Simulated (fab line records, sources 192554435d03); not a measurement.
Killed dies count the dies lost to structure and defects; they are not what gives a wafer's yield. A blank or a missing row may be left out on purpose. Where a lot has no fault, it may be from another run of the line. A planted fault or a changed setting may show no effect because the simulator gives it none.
Matching of chambers    flow n5 finfet    N5_MOL_CONTACT_COAG_ETCH_67 on rie diel-05 has 4 sister chambers
The step etches SOC in N2/H2, target depth 60 nm, overetch 21 nm, time 101.2 s. 14 wafers are shown with their chamber, then 7 later ones without.

## WAFERS PAIRED WITH THEIR CHAMBERS
wafer   chamber  showerhead plenum p Torr (Torr)  throttle valve pct (%)  oes product au (a.u.)
L074.3  1        2.58                             17.93                   0.73
L074.5  1        2.58                             17.90                   0.72
L074.6  0        2.56                             17.83                   0.67
L085.2  2        2.64                             17.64                   0.61
L085.4  1        2.57                             17.96                   0.70
L085.5  2        2.64                             17.64                   0.62
L087.3  1        2.57                             17.96                   0.69
L087.4  0        2.54                             17.89                   0.64
L087.5  1        2.57                             17.96                   0.69
L088.1  1        2.56                             17.95                   0.69
L088.3  3        2.66                             17.61                   0.69
L088.5  2        2.64                             17.63                   0.61
L089.1  1        2.56                             17.98                   0.69
L089.5  1        2.56                             17.97                   0.69

SIGNATURES (means of the wafers above)
reading                   chamber 0  chamber 1  chamber 2  chamber 3  scatter within a chamber
showerhead plenum p Torr  2.5500     2.5688     2.6400     2.6600     0.00829
throttle valve pct        17.8600    17.9513    17.6367    17.6100    0.0252
oes product au            0.6550     0.7000     0.6133     0.6900     0.0152
Rule: a wafer's distance from a chamber is the root of the sum, over the readings, of the square of ((its reading less the chamber's mean) divided by the reading's scatter). If the next closest chamber is less than 2 further off than the closest, the wafer can't be placed; otherwise it belongs to the closest. The scatter: take each reading less its chamber's mean, square it, sum over the shown wafers, divide by the number of wafers less the number of chambers, and take the root.

## WAFERS WITH NO CHAMBER GIVEN
wafer   showerhead plenum p Torr (Torr)  throttle valve pct (%)  oes product au (a.u.)
L089.6  2.64                             17.65                   0.61
L094.1  2.63                             17.67                   0.61
L094.2  2.56                             17.99                   0.68
L094.3  2.54                             17.92                   0.63
L096.2  2.63                             17.67                   0.61
L096.4  2.66                             17.63                   0.67
L096.5  2.65                             17.65                   0.66

## WHICH CHAMBER EACH ONE RAN IN
wafer   from the rows above      in truth
L089.6  2                        2
L094.1  2                        2
L094.2  1                        1
L094.3  0                        0
L096.2  2                        2
L096.4  3                        3
L096.5  can't be placed: 3 or 2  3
Placed correctly: 6 of 7. From these rows, 1 cannot be placed; in 1 the true chamber is one of the candidates. Wrongly placed: 0.
